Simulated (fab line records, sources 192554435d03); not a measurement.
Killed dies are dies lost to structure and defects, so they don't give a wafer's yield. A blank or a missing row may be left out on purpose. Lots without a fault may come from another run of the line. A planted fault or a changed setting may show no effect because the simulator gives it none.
fab line records | flow n5_finfet
record lots=4 wafers=12 last_day=18
route steps=1938 shown BEOL_M5@1133 PASSIVATION@1936
lots that met no fault: from a run of the same line without faults
start_h: hours from the record's first day to the start of the lot's first wafer shown | wait_h: hours since the lot's step before | " the same as in the row above | L1.1+2: a row that stands for several wafers | - no value, or no start given | * or withheld: withheld | < > ~ a bound
route shown NAME@n: a module of which the file shows steps, and the number in the route of the first | usual: mean/standard deviation of fault-free wafers | same: alike in all rows | chamber/n: place in a boat | sites: the reading at each site | _std_site: their standard deviation | _edge_site: outer sites' mean less inner sites' | radius_mm: how far each site lies from the wafer's centre | mask NAME#n: copy n | behind: the tool/chamber that last shaped the wafer | hold: why the lot was held/for how many hours/how that ended | device: the transistor (n, p or np) that didn't switch | end of line: the same wafers' tests at the end of the route | a step without rows: its recipe alone | killed: dies lost to structure and defects at the first sort, not the wafer's yield | map: a wafer's dies, x killed, . not, _ none there
set.NAME: the setting as run; set.NAME@STEP: as run at that earlier step | model.NAME: the simulator's own value behind a step, which no gauge read
lots at some steps of the route; a table a step, a row a wafer
services: from which hour (start_h, from the record's first day; less than 0 if before it) a tool's chamber was out of use, for how many hours, and why
## steps
# step N5_BEOL_M5_STRIP_63
# recipe chemistry=N2/H2 temp_c=40 n2_flow_sccm=200 h2_flow_sccm=200 rf_frequency_hz=6e+07
# step N5_BEOL_M5_STRIP_73
# recipe chemistry=N2/H2 temp_c=40 n2_flow_sccm=200 h2_flow_sccm=200 rf_frequency_hz=6e+07
# step N5_BEOL_M5_STRIP_64
# recipe chemistry=CF4 resist=SiARC power_w=300 bias_power_w=75 pressure_mtorr=50 cf4_flow_sccm=150 rf_frequency_hz=6e+07
# step N5_BEOL_M5_HM_OPEN_17
# recipe chemistry=Cl2/BCl3 target_depth_a=200 overetch_a=60 target=TiN mask_material=SOC ion_energy_ev=150 pressure_mtorr=10 icp_w=1000 bias_w=126 Cl2_flow_sccm=53.25 bcl3_flow_sccm=21.75 Ar_flow_sccm=25
# step N5_BEOL_M5_STRIP_19
# recipe chemistry=O2 power_w=400 temp_c=40 pressure_mtorr=30 rf_frequency_hz=6e+07 bias_power_w=0 overash_fraction=0.2 o2_flow_sccm=225
# step N5_BEOL_M5_COAT_65
# recipe resist=SOC temp_c=250 time_s=60 spin_rpm=1500 resist_thk_nm=60
# step N5_BEOL_M5_COAT_66
# recipe resist=SiARC temp_c=220 time_s=60 spin_rpm=1500 resist_thk_nm=12
# step N5_BEOL_M5_COAT_74
# recipe resist=underlayer temp_c=205 time_s=60 spin_rpm=1500 resist_thk_nm=5
# step N5_BEOL_M5_COAT_22
# recipe resist=CAR-EUV spin_rpm=1500 resist_thk_nm=30
# step N5_BEOL_M5_EBR_24
# recipe solvent=PGMEA ebr_width_mm=1.5
# step N5_BEOL_M5_SOFTBAKE_23
# recipe temp_c=110 time_s=60 resist=CAR-EUV
# step N5_BEOL_M5_EXPOSE_25
# recipe mask_id=V4 na=0.33 source_shape=quasar sigma_inner=0.2 sigma_outer=0.6 polarization=unpolarized defocus_nm=10 dose_mj=52.75
# usual exposure_dose_mJ_cm2=52.79/0.22 stage_msd_nm=0.821/0.0093
# same dipole_opening_deg=60 na=0.33
# columns lot.wafer tool chamber start_h wait_h mask exposure_dose_mJ_cm2 stage_msd_nm
L735.2 euv_scanner-02 0 228.82 - V4#0 53.02 0.811
L735.3 " 0 " " V4#0 53.04 0.811
L735.4 " 0 " " V4#0 53.10 0.809
L746.1 euv_scanner-02 0 296.03 - V4#0 55.02 0.829
L746.4 " 0 " " V4#0 55.03 0.835
L746.5 " 0 " " V4#0 55.00 0.832
L747.1 euv_scanner-02 0 312.89 - V4#0 54.61 0.839
L747.3 " 0 " " V4#0 54.51 0.840
L747.4 " 0 " " V4#0 54.61 0.840
L748.1 euv_scanner-01 0 319.39 - V4#0 52.51 0.831
L748.2 " 0 " " V4#0 52.53 0.829
L748.3 " 0 " " V4#0 52.58 0.830
# step N5_BEOL_M5_PEB_26
# recipe peb_temp_c=100 peb_time_s=60 resist=CAR-EUV
# step N5_BEOL_M5_DEVELOP_27
# recipe develop_time_s=30 developer=TMAH resist=CAR-EUV rinse_liquid=surfactant_rinse dry=air_spin dev_temp_c=23
# step N5_BEOL_M5_CD_MEAS_28
# recipe target_cd_nm=30.6 landing_energy_ev=500 detector=se_inlens target_cd_y_nm=20 polarity=opening
# usual cd_nm=30.64/0.27
# columns lot.wafer tool chamber start_h wait_h cd_nm
L735.2 cd_sem-03 0 228.95 - 31.17
L735.3 " 0 " " 30.89
L735.4 " 0 " " 30.89
L746.1 cd_sem-03 0 296.17 - 31.79
L746.4 " 0 " " 31.53
L746.5 " 0 " " 31.69
L747.1 cd_sem-02 0 313.03 - 31.21
L747.3 " 0 " " 31.63
L747.4 " 0 " " 31.22
L748.1 cd_sem-01 0 319.53 - 31.17
L748.2 " 0 " " 30.82
L748.3 " 0 " " 30.84
# step N5_BEOL_M5_DESCUM_33
# recipe chemistry=O2 time_s=7 source_power_w=50 bias_power_w=20 pressure_mtorr=20 rf_frequency_hz=2.712e+07 temp_c=40 resist=CAR-EUV o2_flow_sccm=225
# step N5_BEOL_M5_ETCH_75
# recipe chemistry=N2/H2 target=underlayer target_depth_a=65 mask_material=CAR-EUV time_s=5.2 ion_energy_ev=200 pressure_mtorr=30 source_w=840 bias_w=150 n2_flow_sccm=200 h2_flow_sccm=200 ends=cleared
# usual chamber_pressure_mTorr=30.00/0.041 drypump_motor_current_A=5.7/0.5 etch_rf_on_time_s=5.25/0.18 h2_flow_sccm=200.0/0.58 oes_product_au=0.68/0.064 rf_vpp_V=523.5/2.5 showerhead_plenum_p_Torr=2.53/0.082 throttle_valve_pct=17.74/0.27
# columns lot.wafer tool chamber start_h wait_h chamber_pressure_mTorr drypump_motor_current_A etch_rf_on_time_s h2_flow_sccm oes_product_au rf_hours_counter_h rf_vpp_V showerhead_plenum_p_Torr throttle_valve_pct model.BEOL_M5.cd_nm
L735.2 rie_diel-05 3 229.11 0.0 29.97 5.8 5.55 200.6 0.59 210 525.8 2.63 18.19 28.8
L735.3 " 0 " " 30.02 5.1 5.43 200.1 0.60 196 518.2 2.44 17.92 28.2
L735.4 " 0 " " 30.04 5.1 5.38 199.5 0.60 - 520.2 2.44 17.92 28.8
L746.1 rie_diel-03 1 296.70 0.0 29.98 6.5 5.27 200.2 0.62 193 521.8 2.51 17.84 28.8
L746.4 " 0 " " 30.06 6.0 5.08 199.9 0.68 97 526.5 2.57 18.13 29.2
L746.5 " 2 " " 29.98 5.8 5.31 199.7 0.64 - 523.4 2.55 17.72 29.8
L747.1 rie_diel-05 3 313.18 0.0 30.03 5.8 5.41 199.4 0.57 239 525.2 2.62 18.25 29.4
L747.3 " 1 " " 30.01 5.9 5.35 198.8 0.78 22 524.8 2.58 17.27 29.2
L747.4 " 0 " " 30.00 5.2 5.35 200.6 0.58 224 517.4 2.43 17.97 29.2
L748.1 rie_diel-03 3 319.68 0.0 29.95 6.5 5.22 200.0 0.71 73 526.8 2.68 17.70 27.8
L748.2 " 0 " " 30.04 6.0 5.09 200.2 0.68 105 522.7 2.56 18.15 28
L748.3 " 1 " " 30.03 6.6 5.34 199.7 0.62 202 524.2 2.50 17.86 28.2
# step N5_BEOL_M5_ETCH_67
# recipe chemistry=CF4 target=SiARC target_depth_a=156 mask_material=CAR-EUV time_s=26 ion_energy_ev=80 pressure_mtorr=40 source_w=545 bias_w=36 Ar_flow_sccm=100 cf4_flow_sccm=100 ends=cleared
# step N5_BEOL_M5_ETCH_68
# recipe chemistry=N2/H2 target=SOC target_depth_a=800 overetch_a=160 mask_material=SiARC temp_c=40 time_s=120 ion_energy_ev=200 pressure_mtorr=30 source_w=840 bias_w=150 n2_flow_sccm=200 h2_flow_sccm=200
# usual chamber_pressure_mTorr=30.002/0.027 drypump_motor_current_A=5.7/0.5 h2_flow_sccm=200.0/0.59 oes_product_au=0.61/0.051 rf_vpp_V=523.7/2.3 showerhead_plenum_p_Torr=2.53/0.082 throttle_valve_pct=17.70/0.27
# columns lot.wafer tool chamber start_h wait_h chamber_pressure_mTorr drypump_motor_current_A h2_flow_sccm oes_product_au rf_hours_counter_h rf_vpp_V showerhead_plenum_p_Torr throttle_valve_pct model.BEOL_M5.cd_nm
L735.2 rie_diel-05 3 229.15 0.0 30.030 5.8 199.2 0.54 210 524.3 2.63 18.16 28.8
L735.3 " 0 " " 30.036 5.1 198.5 0.55 196 519.9 2.44 17.90 28.2
L735.4 " 0 " " 30.001 5.1 199.1 0.55 - 520.7 2.44 17.88 28.6
L746.1 rie_diel-03 1 296.74 0.0 29.998 6.6 200.7 0.56 193 523.0 2.51 17.81 28.8
L746.4 " 0 " " 29.956 6.0 200.5 0.60 97 524.3 2.57 18.05 29.4
L746.5 " 2 " " 30.019 5.8 200.5 0.57 - 524.1 2.55 17.67 29.8
L747.1 rie_diel-05 3 313.23 0.0 30.020 5.8 199.1 0.54 239 527.6 2.62 18.22 29.4
L747.3 " 1 " " 30.006 6.0 199.8 0.71 22 526.0 2.58 17.23 29.2
L747.4 " 0 " " 29.991 5.2 199.3 0.54 224 520.2 2.43 17.94 28.6
L748.1 rie_diel-03 3 319.73 0.0 29.972 6.5 200.3 0.64 73 528.1 2.68 17.68 27.8
L748.2 " 0 " " 29.971 6.0 200.3 0.60 105 524.8 2.56 18.08 27.8
L748.3 " 1 " " 29.962 6.6 200.0 0.56 202 523.3 2.50 17.82 28.6
# step N5_BEOL_M5_STRIP_69
# recipe chemistry=N2/H2 temp_c=40 n2_flow_sccm=200 h2_flow_sccm=200 rf_frequency_hz=6e+07
# step N5_PASSIVATION_PROBE_49
# usual defect_limited_yield=91.5/1.4 killed_at_M0_to_M3=32/11 killed_at_M4_up=12/4.4 killed_at_contacts=13/6.1 killed_at_front_end=39/12 killed_at_other=3.9/3 killed_dies=100/17 killed_open=66/12 killed_short=33/7.4 sort_bin_4_leakage=0.03/0.14 sort_bin_5_function=5.0/0.95 sort_bin_6_memory=3.2/0.66 sort_n_pass=1079/17 sort_yield_pct=91.4/1.5
# same gross_dies=1180 killed_at_back_side=0 sort_bin_8_speed[%]=0
# columns lot.wafer tool chamber start_h wait_h defect_limited_yield[%] killed_at_M0_to_M3 killed_at_M4_up killed_at_contacts killed_at_front_end killed_at_other killed_dies killed_open killed_short sort_bin_4_leakage[%] sort_bin_5_function[%] sort_bin_6_memory[%] sort_n_pass sort_yield_pct[%]
L735.2 prober-02 - 336.40 0.1 91.3 36 10 8 45 4 103 68 35 0 5.0 3.4 1077 91.3
L735.3 prober-02 - 336.45 0.1 92.5 26 11 6 40 5 88 59 25 0 4.4 2.7 1092 92.5
L735.4 prober-02 - 336.50 0.2 94.1 22 13 4 31 0 70 55 15 0 3.5 2.4 1110 94.1
L746.1 prober-02 - 396.72 0.0 94.5 17 16 13 14 5 65 50 15 0 3.2 2.2 1115 94.5
L746.4 prober-02 - 396.87 0.2 93.2 19 10 8 43 0 80 56 24 0.08 3.6 2.9 1099 93.1
L746.5 prober-02 - 396.92 0.2 93.3 22 13 15 26 3 79 55 23 0 3.8 2.9 1101 93.3
L747.1 prober-01 - 421.74 0.0 91.3 27 7 14 48 7 103 66 36 0 4.8 3.3 1077 91.3
L747.3 prober-01 - 421.84 0.1 91.2 23 7 13 59 2 104 62 39 0 5.6 2.9 1076 91.2
L747.4 prober-01 - 421.89 0.2 89.7 35 15 17 54 1 122 82 40 0 5.4 4.7 1058 89.7
L748.1 prober-01 - 432.47 0.0 91.3 33 14 18 34 4 103 62 40 0 5.2 3.4 1077 91.3
L748.2 prober-01 - 432.52 0.1 89.0 24 10 18 72 6 130 85 45 0 6.9 3.8 1050 89.0
L748.3 prober-01 - 432.57 0.1 93.4 25 16 7 29 1 78 49 27 0.17 3.6 2.8 1100 93.2
# killed by level:class
L735.2 FIN_SAQP:geometric_particle:open=15 BEOL_M0_SAQP:geometric_particle:short=11 FIN_SAQP:geometric_particle:short=9 MOL_CONTACT_COAG:geometric_particle:open=8 BEOL_M0_SAQP:geometric_particle:open=8 STI_FIN_REVEAL:geometric_particle:open=8 BEOL_M3:geometric_particle:open=8 BEOL_M5:geometric_particle:open=4
L735.3 STI_FIN_REVEAL:geometric_particle:open=14 BEOL_M0_SAQP:geometric_particle:open=11 BEOL_M0_SAQP:geometric_particle:short=9 MOL_CONTACT_COAG:geometric_particle:open=5 FIN_SAQP:geometric_particle:open=4 STARTING-WAFER:geometric_particle:open=4 BEOL_M6:geometric_particle:open=4 DUMMY_GATE:geometric_particle:open=3
L735.4 BEOL_M3:geometric_particle:open=8 GATE_CUT:geometric_particle:open=7 FIN_SAQP:geometric_particle:open=5 GATE_CUT:geometric_particle:short=5 MOL_CONTACT_COAG:geometric_particle:open=4 BEOL_M1:geometric_particle:open=4 BEOL_M5:geometric_particle:open=4 DUMMY_GATE:geometric_particle:open=3
L746.1 MOL_CONTACT_COAG:geometric_particle:open=12 BEOL_M0_SAQP:geometric_particle:open=5 BEOL_M1:geometric_particle:open=4 BEOL_M3:geometric_particle:open=4 BEOL_M4:geometric_particle:open=4 GATE_CUT:geometric_particle:open=3 BEOL_M0_SAQP:geometric_particle:short=3 BEOL_M8:geometric_particle:open=3
L746.4 DUMMY_GATE:geometric_particle:open=11 GATE_CUT:geometric_particle:short=9 FIN_SAQP:geometric_particle:open=8 MOL_CONTACT_COAG:geometric_particle:open=7 BEOL_M0_SAQP:geometric_particle:open=5 BEOL_M3:geometric_particle:open=5 BEOL_M4:geometric_particle:open=4 STI_FIN_REVEAL:geometric_particle:open=3
L746.5 MOL_CONTACT_COAG:geometric_particle:open=15 STI_FIN_REVEAL:geometric_particle:open=8 DUMMY_GATE:geometric_particle:open=5 BEOL_M0_SAQP:geometric_particle:short=5 FIN_SAQP:geometric_particle:open=4 GATE_CUT:geometric_particle:short=4 BEOL_M0_SAQP:geometric_particle:open=4 BEOL_M4:geometric_particle:open=4
L747.1 MOL_CONTACT_COAG:geometric_particle:open=11 FIN_SAQP:geometric_particle:short=8 FIN_SAQP:geometric_particle:open=8 BEOL_M2:geometric_particle:open=8 STI_FIN_REVEAL:geometric_particle:open=6 GATE_CUT:geometric_particle:short=5 GATE_CUT:geometric_particle:open=5 BEOL_M0_SAQP:geometric_particle:short=5
L747.3 STI_FIN_REVEAL:geometric_particle:open=13 FIN_SAQP:geometric_particle:short=12 FIN_SAQP:geometric_particle:open=9 MOL_CONTACT_COAG:geometric_particle:open=7 MOL_CONTACT_COAG:geometric_particle:short=6 BEOL_M3:geometric_particle:open=6 GATE_CUT:geometric_particle:short=5 BEOL_M1:geometric_particle:open=5
L747.4 MOL_CONTACT_COAG:geometric_particle:open=14 FIN_SAQP:geometric_particle:open=13 FIN_SAQP:geometric_particle:short=13 STI_FIN_REVEAL:geometric_particle:open=9 BEOL_M1:geometric_particle:open=7 BEOL_M2:geometric_particle:short=7 BEOL_M3:geometric_particle:open=7 BEOL_M4:geometric_particle:open=6
L748.1 MOL_CONTACT_COAG:geometric_particle:open=14 FIN_SAQP:geometric_particle:open=9 BEOL_M0_SAQP:geometric_particle:short=9 BEOL_M3:geometric_particle:open=6 BEOL_M0_SAQP:geometric_particle:open=5 BEOL_M4:geometric_particle:open=5 FIN_SAQP:geometric_particle:short=4 GATE_CUT:geometric_particle:short=4
L748.2 FIN_SAQP:geometric_particle:short=20 MOL_CONTACT_COAG:geometric_particle:open=16 FIN_SAQP:geometric_particle:open=15 STI_FIN_REVEAL:geometric_particle:open=7 DUMMY_GATE:geometric_particle:open=7 BEOL_M3:geometric_particle:open=6 DUMMY_GATE:geometric_particle:short=5 ILD0:geometric_particle:open=5
L748.3 BEOL_M0_SAQP:geometric_particle:short=7 STI_FIN_REVEAL:geometric_particle:open=5 MOL_CONTACT_COAG:geometric_particle:open=5 BEOL_M4:geometric_particle:open=5 BEOL_M2:geometric_particle:open=5 FIN_SAQP:geometric_particle:open=4 BEOL_M0_SAQP:geometric_particle:open=4 BEOL_M3:geometric_particle:open=4
## services
# columns tool chamber start_h hours kind
rie_diel-05 1 211.16 - clean
rie_diel-05 1 211.16 - consumable_replace:focus_ring
rie_diel-05 1 211.16 31.8 scheduled_down
rie_diel-05 1 211.16 31.8 vent_cycle
euv_scanner-02 - 213.76 1.0 pm
rie_diel-05 3 215.05 2.0 repair
euv_scanner-02 0 226.92 - calibration
euv_scanner-01 - 231.02 12.0 pm
euv_scanner-01 - 244.48 4.6 pm
euv_scanner-01 - 254.73 1.0 pm
rie_diel-03 3 256.81 3.9 repair
euv_scanner-02 - 269.91 1.0 pm
euv_scanner-01 - 310.88 1.0 pm
## key
first_sign step=N5_BEOL_M5_EXPOSE_25 reading=exposure_dose_mJ_cm2 direction=up sigmas=9.2 usual=52.79 struck=54.80
effect step=N5_BEOL_M5_CD_MEAS_28 reading=cd_nm direction=up sigmas=3.2 usual=30.64 struck=31.51 through=control_loop
model_effect step=N5_BEOL_M5_ETCH_75 value=BEOL_M5.cd_nm without=28.53 struck=29.27
model_effect step=N5_BEOL_M5_ETCH_68 value=BEOL_M5.cd_nm without=28.4 struck=29.2
met_at N5_BEOL_M5_EXPOSE_25
struck_wafers L746.1,L746.4,L746.5,L747.1,L747.3,L747.4
loop_trim step=N5_BEOL_M5_EXPOSE_25 setting=dose lots=L747
onset_between 228.82 296.03
fault kind=process_parameter_drift tool=euv_scanner-02 chamber=- onset_h=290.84 steps=N5_BEOL_M5_EXPOSE_25 channel=dose_mj offset=2.0725 shape=step acts_in=these_recipes_only stated=52.75
# loop_trim: a control loop set the setting to another value than it would have without faults
